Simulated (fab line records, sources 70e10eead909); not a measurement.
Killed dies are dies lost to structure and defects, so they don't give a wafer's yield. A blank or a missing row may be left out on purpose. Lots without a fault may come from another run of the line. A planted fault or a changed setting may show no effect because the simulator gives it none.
Chamber matching | flow nand_harc | NHARC_P_BONDPAD_CMP_19 on cmp-03: 4 sister chambers
The step polishes, t overpolish 30 s, cu recess touch 16 s, target thk 160.81 nm. 4 wafers are shown with their chamber, then 7 later ones without.

WAFERS WITH THEIR CHAMBER
wafer  | chamber | motor_current_A (A)
L087.1 | 1       | 12.8
L090.1 | 3       | 13.8
L093.2 | 0       | 11.6
L093.3 | 2       | 11.6

WAFERS WITHOUT THEIR CHAMBER
wafer  | motor_current_A (A)
L093.6 | 12.6
L094.2 | 11.6
L094.4 | 14.7
L094.5 | 13.0
L096.1 | 11.9
L096.2 | 12.5
L096.3 | 13.8

WHICH CHAMBER EACH WENT THROUGH
wafer  | from the rows above          | in truth
L093.6 | 1                            | 1
L094.2 | can't be placed: 0 or 2      | 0
L094.4 | 3                            | 3
L094.5 | can't be placed: 1 or 3      | 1
L096.1 | can't be placed: 0 or 2 or 1 | 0
L096.2 | can't be placed: 1 or 0 or 2 | 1
L096.3 | 3                            | 3
Placed correctly: 3 of 7. Can't be placed from these rows: 4 (the true chamber is among the candidates in 4). Placed wrongly: 0.
How it was worked out, from the rows above alone: a wafer's distance from a chamber is the root of the sum, over the readings, of the square of ((its reading less the chamber's mean) divided by the reading's scatter). The wafer belongs to the nearest chamber; if the next one is less than 2 further off, it can't be placed. A chamber's mean is the mean of its shown wafers. The scatter: with one shown wafer a chamber, the root of the mean of the squares of how far each hidden wafer lies from its nearest shown one.
